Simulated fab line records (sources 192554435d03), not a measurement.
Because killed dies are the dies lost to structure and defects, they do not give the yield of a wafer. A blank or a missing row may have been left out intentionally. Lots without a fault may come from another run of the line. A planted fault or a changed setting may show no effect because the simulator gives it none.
Matching of chambers | flow n5Finfet | rieDiel-04 running N5_BEOL_M0_SAQP_ETCH_106: 4 sister chambers
The step etches SOC in N2/H2, stops on SiNx, target depth 150 nm. 4 wafers are shown with their chamber, then 8 later ones without.

WAFERS PAIRED WITH THEIR CHAMBERS
wafer  | chamber | drypumpMotorCurrentA (A)
L091.2 | 1       | 5.7
L091.3 | 3       | 6.4
L091.4 | 0       | 5.3
L092.2 | 2       | 4.8

WAFERS WITHOUT THEIR CHAMBER
wafer  | drypumpMotorCurrentA (A)
L092.4 | 5.3
L092.6 | 4.7
L095.1 | 6.4
L095.2 | 4.7
L095.4 | 5.3
L096.1 | 4.7
L096.3 | 5.3
L096.5 | 4.8

CHAMBER TAKEN BY EACH
wafer  | from the rows above | in truth
L092.4 | 0                   | 0
L092.6 | 2                   | 2
L095.1 | 3                   | 3
L095.2 | 2                   | 2
L095.4 | 0                   | 0
L096.1 | 2                   | 2
L096.3 | 0                   | 0
L096.5 | 2                   | 2
Correct placement for 8 of the 8. Number that these rows cannot place: 0. Wrongly placed: 0.
How it was worked out, from the rows above alone: a wafer's distance from a chamber is the root of the sum, over the readings, of the square of ((its reading less the chamber's mean) divided by the reading's scatter). The wafer belongs to the nearest chamber; if the next one is less than 2 further off, it can't be placed. The mean given for a chamber averages the wafers shown for that chamber. The scatter: with one shown wafer a chamber, the root of the mean of the squares of how far each hidden wafer lies from its nearest shown one.
